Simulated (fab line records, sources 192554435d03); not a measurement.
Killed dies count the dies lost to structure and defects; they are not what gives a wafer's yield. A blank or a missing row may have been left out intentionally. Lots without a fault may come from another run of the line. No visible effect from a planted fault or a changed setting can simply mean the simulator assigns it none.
fab line records    flow n5_finfet
record: lots: 8  wafers: 24  last_day: 19
route steps=1938 shown DUMMY_GATE@232 SPACER0@259 SD_EPI_N@272 SD_EPI_P@329 BEOL_M4@1111 PASSIVATION@1936
lots untouched by any fault: they come from a run of this same line in which no faults occurred
start_h: hours from the record's first day to the start of the lot's first wafer shown    wait_h: hours from the lot's prior step to this one    " identical to the entry in the row above    L1.1+2: several wafers, shown together as one row    - no value, or no start was given    * or withheld: withheld    < > ~ a bound
route shown NAME@n: a module of which the file shows steps, and the number in the route of the first    usual: average and standard deviation across the fault-free wafers    same: alike in all rows    chamber/n: place in a boat    sites: the reading at each site    _std_site: the standard deviation of these    _edge_site: the outer-site mean with the inner-site mean subtracted    radius_mm: how far each site lies from the wafer's centre    mask NAME#n: copy n    behind: the last tool/chamber to shape the wafer    hold: cause of the lot's hold/its duration in hours/its outcome    device: the transistor (n, p or np) that didn't switch    end of line: at the end of the route, the tests of the same wafers    a step without rows: its recipe alone    killed: dies that structure and defects cost at the first sort, which is not the same as the wafer's yield    map: the dies of a wafer, with x for killed, . for not killed, _ for no die there
set.NAME: the run value of the setting; set.NAME@STEP: its run value at that earlier step    model.NAME: the simulator's own value behind a step, which no gauge read
route steps across a sampled set of lots; one table per step, one row per wafer
services: the hour from which a tool's chamber was out of use, counted from the record's first day as start_h (under 0 if before that day), plus the number of hours and why
== steps ==
step: N5_DUMMY_GATE_OVL_MEAS_16
recipe: points_per_wafer: 522
usual: GATE_OVL: 0.1/0.75
lot.wafer  tool        chamber  start_h  wait_h  GATE_OVL[nm]
L171.2     overlay-02  0        52.09    0.0     0.9
L171.4     "           0        "        "       -0.4
L171.6     "           0        "        "       0.5
L173.1     overlay-01  0        64.61    0.0     -0.4
L173.4     "           0        "        "       1.0
L173.5     "           0        "        "       -0.2
L176.1     overlay-02  0        82.11    0.0     0.6
L176.4     "           0        "        "       -0.2
L176.6     "           0        "        "       0.5
L179.2     overlay-02  0        105.03   0.0     0.0
L179.4     "           0        "        "       -0.9
L179.6     "           0        "        "       -0.1
L188.1     overlay-01  0        154.37   0.0     0.8
L188.2     "           0        "        "       0.5
L188.6     "           0        "        "       1.7
L190.1     overlay-01  0        166.69   0.1     -0.8
L190.2     "           0        "        "       0.2
L190.5     "           0        "        "       1.0
L191.2     overlay-01  0        171.97   0.0     -0.4
L191.5     "           0        "        "       0.5
L191.6     "           0        "        "       0.6
L192.2     overlay-01  0        186.86   0.0     -1.0
L192.4     "           0        "        "       -0.5
L192.5     "           0        "        "       -1.3
step: N5_DUMMY_GATE_ETCH_29
recipe: chemistry: N2/H2  target: underlayer  target_depth_a: 130  ion_energy_ev: 200  pressure_mtorr: 30  source_w: 840  bias_w: 150  n2_flow_sccm: 200  h2_flow_sccm: 200
usual: drypump_motor_current_A: 5.9/0.44  n2_flow_sccm: 200.0/0.62  oes_product_au: 0.77/0.08  rf_vpp_V: 524.0/2.6  showerhead_plenum_p_Torr: 2.55/0.098  throttle_valve_pct: 18.04/0.2
lot.wafer  tool         chamber  start_h  wait_h  drypump_motor_current_A  n2_flow_sccm  oes_product_au  rf_hours_counter_h  rf_vpp_V  showerhead_plenum_p_Torr  throttle_valve_pct
L171.2     rie_diel-06  1        52.25    0.0     6.5                      199.4         0.80            132                 523.9     2.54                      18.10
L171.4     "            2        "        "       6.1                      199.4         0.67            236                 525.4     2.61                      18.32
L171.6     "            2        "        "       6.1                      199.6         0.67            -                   526.5     2.61                      18.33
L173.1     rie_diel-06  1        64.76    0.0     6.5                      199.6         0.80            137                 525.6     2.53                      18.13
L173.4     "            1        "        "       6.5                      199.5         0.81            -                   523.7     2.53                      18.12
L173.5     "            3        "        "       6.0                      201.0         0.73            -                   522.1     2.42                      18.01
L176.1     rie_diel-06  3        82.37    0.1     6.0                      200.5         0.73            168                 519.6     2.42                      18.04
L176.4     "            1        "        "       6.5                      200.4         0.80            -                   523.4     2.53                      18.14
L176.6     "            1        "        "       6.5                      199.7         0.79            -                   523.1     2.53                      18.12
L179.2     rie_diel-05  2        105.18   0.0     6.0                      200.0         0.79            118                 527.3     2.67                      18.33
L179.4     "            0        "        "       5.8                      200.9         0.72            230                 523.6     2.49                      18.13
L179.6     "            0        "        "       5.8                      200.7         0.70            -                   522.9     2.49                      18.13
L188.1     rie_diel-02  0        154.71   0.0     6.1                      199.9         0.71            240                 525.3     2.62                      17.86
L188.2     "            1        "        "       6.6                      199.9         0.92            16                  528.9     2.71                      17.79
L188.6     "            1        "        "       6.6                      200.1         0.91            -                   527.2     2.72                      17.81
L190.1     rie_diel-06  3        166.92   0.0     6.0                      199.8         0.71            193                 519.2     2.40                      18.06
L190.2     "            1        "        "       6.5                      200.6         0.78            169                 525.6     2.52                      18.15
L190.5     "            2        "        "       6.1                      199.6         0.94            -                   524.7     2.61                      17.92
L191.2     rie_diel-05  0        172.84   0.0     5.8                      200.3         0.70            247                 522.4     2.49                      18.16
L191.5     "            0        "        "       5.8                      199.7         0.70            -                   522.2     2.49                      18.17
L191.6     "            1        "        "       5.6                      200.3         0.68            -                   526.1     2.63                      18.10
L192.2     rie_diel-05  1        187.01   0.0     5.6                      199.9         0.68            221                 524.8     2.63                      18.08
L192.4     "            1        "        "       5.6                      199.8         0.68            -                   525.3     2.63                      18.09
L192.5     "            3        "        "       5.1                      200.3         0.72            -                   523.9     2.53                      17.69
step: N5_DUMMY_GATE_ETCH_44
recipe: chemistry: HBr/O2  over_etch_frac: 0.7  target_depth_a: 1275  stop_on: SiO2  ion_energy_ev: 60  bias_w: 20  target: poly-Si  mask_material: SiO2  pressure_mtorr: 20  icp_w: 400  HBr_flow_sccm: 120  O2_flow_sccm: 10
usual: drypump_motor_current_A: 5.7/0.35  oes_product_au: 0.728/0.011  throttle_valve_pct: 18.54/0.21
lot.wafer  tool       chamber  start_h  wait_h  drypump_motor_current_A  oes_product_au  rf_hours_counter_h  throttle_valve_pct
L171.2     rie_si-02  2        52.94    0.0     6.3                      0.722           93                  18.52
L171.4     "          0        "        "       5.6                      0.733           5                   18.50
L171.6     "          1        "        "       5.6                      0.718           -                   18.27
L173.1     rie_si-06  1        65.46    0.0     5.7                      0.716           120                 18.79
L173.4     "          3        "        "       6.3                      0.726           117                 18.55
L173.5     "          2        "        "       5.6                      0.712           -                   18.22
L176.1     rie_si-06  0        83.25    0.0     5.4                      0.723           160                 18.69
L176.4     "          1        "        "       5.7                      0.723           120                 18.77
L176.6     "          2        "        "       5.7                      0.723           -                   18.20
L179.2     rie_si-06  1        105.87   0.0     5.7                      0.719           121                 18.78
L179.4     "          0        "        "       5.4                      0.722           161                 18.70
L179.6     "          0        "        "       5.4                      0.740           -                   18.71
L188.1     rie_si-06  3        155.40   0.0     6.3                      0.720           119                 18.57
L188.2     "          0        "        "       5.4                      0.730           162                 18.71
L188.6     "          0        "        "       5.4                      0.725           -                   18.70
L190.1     rie_si-06  0        167.64   0.0     5.4                      0.724           162                 18.71
L190.2     "          3        "        "       6.3                      0.726           119                 18.57
L190.5     "          0        "        "       5.4                      0.715           -                   18.70
L191.2     rie_si-02  2        173.69   0.0     6.3                      0.731           95                  18.53
L191.5     "          0        "        "       5.6                      0.746           -                   18.51
L191.6     "          1        "        "       5.5                      0.738           -                   18.27
L192.2     rie_si-02  2        187.75   0.0     6.4                      0.736           95                  18.53
L192.4     "          1        "        "       5.6                      0.733           -                   18.26
L192.5     "          2        "        "       6.3                      0.730           -                   18.53
step: N5_SPACER0_ALD_00
recipe: material: SiOCN  target_thk_a: 35  temp_c: 400  ald_precursor_family: alkyl-aminosilane  ald_co_reactant: O2/N2-plasma  pulse_time_s: 3  purge_time_s: 2  co_reactant_purge_time_s: 2  ald_cycles: 58  pressure_torr: 2
usual: heater_power_outer_w: 517/68  heater_power_w: 856/86  precursor_pulse_height_rel: 0.997/0.021
lot.wafer  tool        chamber  start_h  wait_h  heater_power_outer_w  heater_power_w  precursor_pulse_height_rel  since_wet_clean_h
L171.2     ald_sin-04  1        53.57    0.1     453                   789             1.012                       151
L171.4     "           3        "        "       530                   868             1.017                       151
L171.6     "           1        "        "       449                   792             0.998                       -
L173.1     ald_sin-02  2        66.20    0.1     454                   809             0.999                       56
L173.4     "           3        "        "       533                   839             1.010                       56
L173.5     "           1        "        "       542                   848             0.991                       -
L176.1     ald_sin-01  0        85.23    0.1     719                   1092            0.945                       366
L176.4     "           3        "        "       604                   956             0.999                       366
L176.6     "           3        "        "       586                   971             0.978                       -
L179.2     ald_sin-04  1        106.45   0.1     452                   805             1.007                       204
L179.4     "           3        "        "       533                   891             0.960                       204
L179.6     "           2        "        "       578                   977             1.013                       -
L188.1     ald_sin-04  2        157.05   0.1     579                   997             0.990                       255
L188.2     "           1        "        "       441                   800             0.961                       255
L188.6     "           2        "        "       609                   1002            0.987                       -
L190.1     ald_sin-04  2        168.33   0.1     585                   978             0.991                       266
L190.2     "           3        "        "       535                   881             1.044                       266
L190.5     "           3        "        "       529                   886             0.995                       -
L191.2     ald_sin-02  2        174.47   0.1     451                   834             0.991                       164
L191.5     "           0        "        "       442                   776             0.999                       -
L191.6     "           3        "        "       527                   850             0.984                       -
L192.2     ald_sin-02  1        188.74   0.1     561                   835             0.987                       178
L192.4     "           3        "        "       518                   850             0.974                       178
L192.5     "           2        "        "       449                   848             1.010                       -
step: N5_SPACER0_INSPECT_04
recipe: inspect_instrument: darkfield  mode: post_dep
usual: raw_defect_count: 149/38
lot.wafer  tool               chamber  start_h  wait_h  raw_defect_count
L171.2     defect_inspect-02  -        53.98    0.1     178
L171.4     "                  -        "        "       147
L171.6     "                  -        "        "       285
L173.1     defect_inspect-02  -        66.61    0.1     177
L173.4     "                  -        "        "       154
L173.5     "                  -        "        "       111
L176.1     defect_inspect-01  -        85.64    0.1     120
L176.4     "                  -        "        "       154
L176.6     "                  -        "        "       126
L179.2     defect_inspect-02  -        106.87   0.1     235
L179.4     "                  -        "        "       154
L179.6     "                  -        "        "       180
L188.1     defect_inspect-02  -        157.46   0.1     530
L188.2     "                  -        "        "       513
L188.6     "                  -        "        "       499
L190.1     defect_inspect-02  -        168.81   0.2     528
L190.2     "                  -        "        "       568
L190.5     "                  -        "        "       513
L191.2     defect_inspect-02  -        174.89   0.1     156
L191.5     "                  -        "        "       151
L191.6     "                  -        "        "       148
L192.2     defect_inspect-01  -        189.17   0.1     137
L192.4     "                  -        "        "       169
L192.5     "                  -        "        "       128
step: N5_SD_EPI_N_INSPECT_11
recipe: mode: adi  inspect_instrument: macro
usual: raw_defect_count: 2.0/1.5
lot.wafer  tool               chamber  start_h  wait_h  raw_defect_count
L171.2     defect_inspect-02  -        54.44    0.0     2
L171.4     "                  -        "        "       1
L171.6     "                  -        "        "       1
L173.1     defect_inspect-02  -        67.07    0.0     1
L173.4     "                  -        "        "       3
L173.5     "                  -        "        "       1
L176.1     defect_inspect-01  -        86.09    0.0     6
L176.4     "                  -        "        "       1
L176.6     "                  -        "        "       1
L179.2     defect_inspect-01  -        107.20   0.0     4
L179.4     "                  -        "        "       1
L179.6     "                  -        "        "       0
L188.1     defect_inspect-02  -        157.79   0.0     >300
L188.2     "                  -        "        "       >300
L188.6     "                  -        "        "       >300
L190.1     defect_inspect-01  -        169.26   0.0     >300
L190.2     "                  -        "        "       >300
L190.5     "                  -        "        "       >300
L191.2     defect_inspect-02  -        175.22   0.0     2
L191.5     "                  -        "        "       0
L191.6     "                  -        "        "       4
L192.2     defect_inspect-02  -        189.62   0.0     1
L192.4     "                  -        "        "       2
L192.5     "                  -        "        "       1
step: N5_SD_EPI_N_INSPECT_26
recipe: inspect_instrument: darkfield  mode: post_epi
usual: raw_defect_count: 208/39
lot.wafer  tool               chamber  start_h  wait_h  raw_defect_count
L171.2     defect_inspect-01  -        58.91    0.1     240
L171.4     "                  -        "        "       149
L171.6     "                  -        "        "       284
L173.1     defect_inspect-01  -        71.10    0.1     194
L173.4     "                  -        "        "       195
L173.5     "                  -        "        "       142
L176.1     defect_inspect-02  -        91.19    0.1     185
L176.4     "                  -        "        "       262
L176.6     "                  -        "        "       190
L179.2     defect_inspect-02  -        111.96   0.1     314
L179.4     "                  -        "        "       207
L179.6     "                  -        "        "       229
L188.1     defect_inspect-02  -        162.10   0.1     590
L188.2     "                  -        "        "       563
L188.6     "                  -        "        "       536
L190.1     defect_inspect-02  -        174.00   0.1     575
L190.2     "                  -        "        "       616
L190.5     "                  -        "        "       565
L191.2     defect_inspect-01  -        180.31   0.1     202
L191.5     "                  -        "        "       189
L191.6     "                  -        "        "       153
L192.2     defect_inspect-02  -        193.96   0.1     227
L192.4     "                  -        "        "       258
L192.5     "                  -        "        "       215
step: N5_SD_EPI_P_INSPECT_26
recipe: inspect_instrument: darkfield  mode: post_epi
usual: raw_defect_count: 174/36
lot.wafer  tool               chamber  start_h  wait_h  raw_defect_count
L171.2     defect_inspect-01  -        63.17    0.0     174
L171.4     "                  -        "        "       140
L171.6     "                  -        "        "       218
L173.1     defect_inspect-01  -        75.90    0.0     166
L173.4     "                  -        "        "       151
L173.5     "                  -        "        "       139
L176.1     defect_inspect-01  -        96.21    0.0     149
L176.4     "                  -        "        "       216
L176.6     "                  -        "        "       191
L179.2     defect_inspect-02  -        116.22   0.0     235
L179.4     "                  -        "        "       180
L179.6     "                  -        "        "       203
L188.1     defect_inspect-02  -        167.14   0.0     581
L188.2     "                  -        "        "       516
L188.6     "                  -        "        "       519
L190.1     defect_inspect-02  -        178.92   0.0     537
L190.2     "                  -        "        "       629
L190.5     "                  -        "        "       568
L191.2     defect_inspect-01  -        184.52   0.0     147
L191.5     "                  -        "        "       156
L191.6     "                  -        "        "       159
L192.2     defect_inspect-02  -        198.17   0.0     174
L192.4     "                  -        "        "       161
L192.5     "                  -        "        "       153
step: N5_BEOL_M4_RC_MEAS_101
usual: DIBL_N: 35.8/1.7  DIBL_P: 35.3/2  IOFF_N: 0.150/0.026  IOFF_P: 0.194/0.029  ION_N: 667/11  ION_P: 456/7.1  SS_N: 71.4/0.65  SS_P: 73.1/0.64  VT_N: 251/3  VT_P: -252/3.2
lot.wafer  tool       chamber  start_h  wait_h  DIBL_N[mV/V]  DIBL_P[mV/V]  IOFF_N[nA/um]  IOFF_P[nA/um]  ION_N[uA/um]  ION_P[uA/um]  SS_N[mV/dec]  SS_P[mV/dec]  VT_N[mV]  VT_P[mV]
L173.1     prober-02  0        239.13   0.0     36.3          39.2          0.181          0.208          679           459           71.7          73.6          248       -252
L173.4     "          0        "        "       35.5          38.0          0.148          0.189          659           453           72.0          73.9          249       -253
L173.5     "          0        "        "       35.1          37.0          0.158          0.186          675           458           71.8          72.7          252       -253
L171.2     prober-01  0        242.50   0.2     37.5          35.6          0.165          0.191          659           444           72.8          73.9          253       -255
L171.4     "          0        "        "       38.0          37.8          0.195          0.236          665           447           72.9          74.3          246       -248
L171.6     "          0        "        "       35.9          35.0          0.141          0.187          644           442           72.0          72.9          253       -253
L176.1     prober-02  0        260.43   0.0     34.8          34.4          0.118          0.165          659           450           70.4          72.9          254       -255
L176.4     "          0        "        "       35.6          35.2          0.126          0.167          649           448           71.1          72.2          254       -256
L176.6     "          0        "        "       34.6          33.4          0.110          0.152          638           445           70.9          72.4          257       -259
L179.2     prober-01  0        277.01   0.2     34.5          36.0          0.148          0.217          665           464           71.5          73.9          250       -247
L179.4     "          0        "        "       33.9          34.6          0.136          0.202          660           463           70.9          72.9          251       -250
L179.6     "          0        "        "       35.6          36.7          0.175          0.238          671           462           71.9          73.8          247       -246
L188.1     prober-02  0        327.20   0.0     36.4          34.8          0.156          0.168          648           436           72.4          73.4          254       -253
L188.2     "          0        "        "       35.6          34.5          0.137          0.160          665           450           71.5          73.4          251       -254
L188.6     "          0        "        "       38.0          37.2          0.190          0.194          679           455           72.3          74.3          248       -253
L190.1     prober-01  0        338.72   0.0     33.6          33.6          0.139          0.173          664           454           70.7          72.6          250       -253
L190.2     "          0        "        "       33.7          32.3          0.123          0.147          652           452           70.9          71.9          254       -257
L190.5     "          0        "        "       33.3          32.0          0.122          0.149          652           445           70.9          72.5          251       -256
L191.2     prober-01  0        344.32   0.2     34.3          34.8          0.117          0.170          668           463           70.9          73.4          255       -253
L191.5     "          0        "        "       36.6          37.6          0.153          0.217          666           458           71.9          73.2          253       -251
L191.6     "          0        "        "       34.5          35.9          0.129          0.184          674           463           71.3          73.1          252       -253
L192.2     prober-02  0        347.74   0.2     37.6          35.2          0.177          0.217          680           463           71.3          73.9          248       -248
L192.4     "          0        "        "       36.5          35.3          0.159          0.212          669           461           70.4          72.7          250       -250
L192.5     "          0        "        "       36.8          36.0          0.167          0.225          679           464           71.2          73.7          250       -252
step: N5_PASSIVATION_PROBE_49
usual: defect_limited_yield: 91.5/1.4  killed_at_M0_to_M3: 34/11  killed_at_M4_up: 15/6  killed_at_contacts: 11/5.9  killed_at_front_end: 37/11  killed_at_other: 3.6/2.9  killed_dies: 101/17  killed_on_rim: 13/4  killed_open: 66/12  killed_short: 33/7.8  sort_bin_5_function: 5.0/0.97  sort_bin_6_memory: 3.2/0.65  sort_bin_8_speed: 0.02/0.2  sort_n_pass: 1079/17  sort_yield_pct: 91.4/1.4
same: gross_dies: 1180  killed_at_back_side: 0  sort_bin_4_leakage[%]: 0
lot.wafer  tool       chamber  start_h  wait_h  defect_limited_yield[%]  killed_at_M0_to_M3  killed_at_M4_up  killed_at_contacts  killed_at_front_end  killed_at_other  killed_dies  killed_on_rim  killed_open  killed_short  sort_bin_5_function[%]  sort_bin_6_memory[%]  sort_bin_8_speed[%]  sort_n_pass  sort_yield_pct[%]
L173.1     prober-01  -        337.87   0.0     92.6                     27                  19               7                   27                   7                87           12             65           21            4.5                     2.8                   0                    1093         92.6
L173.4     prober-01  -        338.02   0.2     90.9                     32                  22               1                   47                   5                107          15             73           33            5.2                     3.6                   0                    1073         90.9
L173.5     prober-01  -        338.07   0.2     91.7                     41                  5                7                   42                   3                98           12             65           28            4.7                     3.0                   0                    1082         91.7
L188.1     prober-01  -        440.92   0.0     89.1                     28                  21               9                   69                   2                129          26             50           34            6.4                     3.4                   0.42                 1046         88.6
L188.2     prober-01  -        440.97   0.1     80.3                     48                  21               7                   154                  2                232          12             75           43            12.4                    5.0                   0                    948          80.3
L188.6     prober-01  -        441.17   0.3     88.6                     20                  21               23                  68                   2                134          24             60           31            6.7                     3.5                   0                    1046         88.6
L190.1     prober-01  -        454.88   0.0     85.9                     46                  15               19                  82                   4                166          33             66           51            7.9                     4.6                   0                    1014         85.9
L190.2     prober-01  -        454.93   0.1     86.9                     34                  12               7                   100                  1                154          24             52           31            8.3                     3.4                   0                    1026         86.9
L190.5     prober-01  -        455.08   0.2     85.9                     53                  17               6                   89                   1                166          26             78           26            8.1                     4.3                   0.08                 1013         85.8
killed by level:class
L173.1 STI_FIN_REVEAL:geometric_particle:open=12 BEOL_M0_SAQP:geometric_particle:short=9 BEOL_M4:geometric_particle:open=8 MOL_CONTACT_COAG:geometric_particle:open=7 FIN_SAQP:geometric_particle:open=6 BEOL_M2:geometric_particle:open=6 BEOL_M0_SAQP:geometric_particle:open=5 DUMMY_GATE:geometric_particle:open=4
L173.4 STI_FIN_REVEAL:geometric_particle:open=15 DUMMY_GATE:geometric_particle:open=9 BEOL_M0_SAQP:geometric_particle:open=9 FIN_SAQP:geometric_particle:short=8 BEOL_M4:geometric_particle:short=8 BEOL_M8:geometric_particle:open=6 BEOL_M4:geometric_particle:open=6 BEOL_M2:geometric_particle:open=5
L173.5 BEOL_M0_SAQP:geometric_particle:open=11 FIN_SAQP:geometric_particle:short=9 BEOL_M0_SAQP:geometric_particle:short=9 FIN_SAQP:geometric_particle:open=8 STI_FIN_REVEAL:geometric_particle:open=8 MOL_CONTACT_COAG:geometric_particle:open=7 BEOL_M2:geometric_particle:open=7 BEOL_M3:geometric_particle:open=5
L188.1 SPACER0:unspecified=43 FIN_SAQP:geometric_particle:short=9 BEOL_M4:geometric_particle:open=9 MOL_CONTACT_COAG:geometric_particle:open=8 BEOL_M2:geometric_particle:open=6 BEOL_M0_SAQP:geometric_particle:short=5 BEOL_M2:geometric_particle:short=5 FIN_SAQP:geometric_particle:open=4
L188.2 SPACER0:unspecified=113 BEOL_M0_SAQP:geometric_particle:open=16 STI_FIN_REVEAL:geometric_particle:open=15 BEOL_M0_SAQP:geometric_particle:short=14 BEOL_M4:geometric_particle:open=9 FIN_SAQP:geometric_particle:short=8 BEOL_M1:geometric_particle:open=7 BEOL_M2:geometric_particle:open=5
L188.6 SPACER0:unspecified=41 MOL_CONTACT_COAG:geometric_particle:open=16 BEOL_M4:geometric_particle:open=13 FIN_SAQP:geometric_particle:short=8 STI_FIN_REVEAL:geometric_particle:open=6 MOL_CONTACT_COAG:geometric_particle:short=6 BEOL_M0_SAQP:geometric_particle:short=4 BEOL_M3:geometric_particle:open=4
L190.1 SPACER0:unspecified=45 BEOL_M0_SAQP:geometric_particle:short=16 MOL_CONTACT_COAG:geometric_particle:open=14 BEOL_M0_SAQP:geometric_particle:open=10 STI_FIN_REVEAL:geometric_particle:open=9 BEOL_M3:geometric_particle:open=8 GATE_CUT:geometric_particle:short=6 GATE_CUT:geometric_particle:open=6
L190.2 SPACER0:unspecified=68 BEOL_M0_SAQP:geometric_particle:short=15 STI_FIN_REVEAL:geometric_particle:open=9 BEOL_M0_SAQP:geometric_particle:open=7 BEOL_M4:geometric_particle:open=7 STARTING-WAFER:geometric_particle:open=6 FIN_SAQP:geometric_particle:open=4 GATE_CUT:geometric_particle:short=4
L190.5 SPACER0:unspecified=61 BEOL_M0_SAQP:geometric_particle:open=14 BEOL_M4:geometric_particle:open=13 STI_FIN_REVEAL:geometric_particle:open=9 BEOL_M0_SAQP:geometric_particle:short=8 BEOL_M1:geometric_particle:open=8 BEOL_M3:geometric_particle:open=8 FIN_SAQP:geometric_particle:short=6
== services ==
tool         chamber  start_h  hours  kind
rie_diel-06  3        41.17    1.7    repair
rie_diel-02  3        49.74    -      clean
rie_diel-02  3        49.74    -      consumable_replace:focus_ring
rie_diel-02  3        49.74    12.9   scheduled_down
rie_diel-02  3        49.74    12.9   vent_cycle
rie_diel-06  0        57.25    43.9   repair
rie_si-02    0        73.47    6.2    repair
rie_diel-06  2        76.37    23.5   repair
ald_sin-02   0        78.91    3.3    repair
ald_sin-01   -        85.61    14.0   pm
rie_diel-06  0        117.80   3.6    repair
rie_diel-06  2        121.62   -      clean
rie_diel-06  2        121.62   -      consumable_replace:focus_ring
rie_diel-06  2        121.62   13.3   scheduled_down
rie_diel-06  2        121.62   13.3   vent_cycle
rie_diel-02  -        145.67   1.1    repair
rie_si-02    3        174.52   23.4   repair
rie_si-02    0        175.83   7.0    repair
rie_diel-06  3        177.16   1.4    repair
ald_sin-01   -        183.32   0.7    repair
rie_diel-05  0        186.26   -      clean
rie_diel-05  0        186.26   -      consumable_replace:focus_ring
rie_diel-05  0        186.26   17.9   scheduled_down
rie_diel-05  0        186.26   17.9   vent_cycle
== key ==
first_sign: step: N5_SPACER0_INSPECT_04  reading: raw_defect_count  direction: up  sigmas: 10  usual: 149  struck: 525
effect: step: N5_SD_EPI_N_INSPECT_11  reading: raw_defect_count  direction: up  sigmas: 99+  usual: 2.0  struck: >300
effect: step: N5_SD_EPI_N_INSPECT_26  reading: raw_defect_count  direction: up  sigmas: 9.4  usual: 208  struck: 574
effect: step: N5_SD_EPI_P_INSPECT_26  reading: raw_defect_count  direction: up  sigmas: 11  usual: 174  struck: 558
effect: step: N5_PASSIVATION_PROBE_49  reading: killed_at_front_end  direction: up  sigmas: 5.2  usual: 37  struck: 94
more_kills_born_at: N5_SPACER0_ALD_00@ald_sin-04: 371
met_at N5_SPACER0_ALD_00
struck_lots L188,L190
not_acting_at N5_DUMMY_GATE_OVL_MEAS_16,N5_DUMMY_GATE_ETCH_29,N5_DUMMY_GATE_ETCH_44
onset_between 106.45 157.05
fault: kind: chamber_particle_source  tool: ald_sin-04  chamber: -  onset_h: 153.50  steps: N5_SPACER0_ALD_00  rate_per_visit_cm2: 0.57415  end_h: 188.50
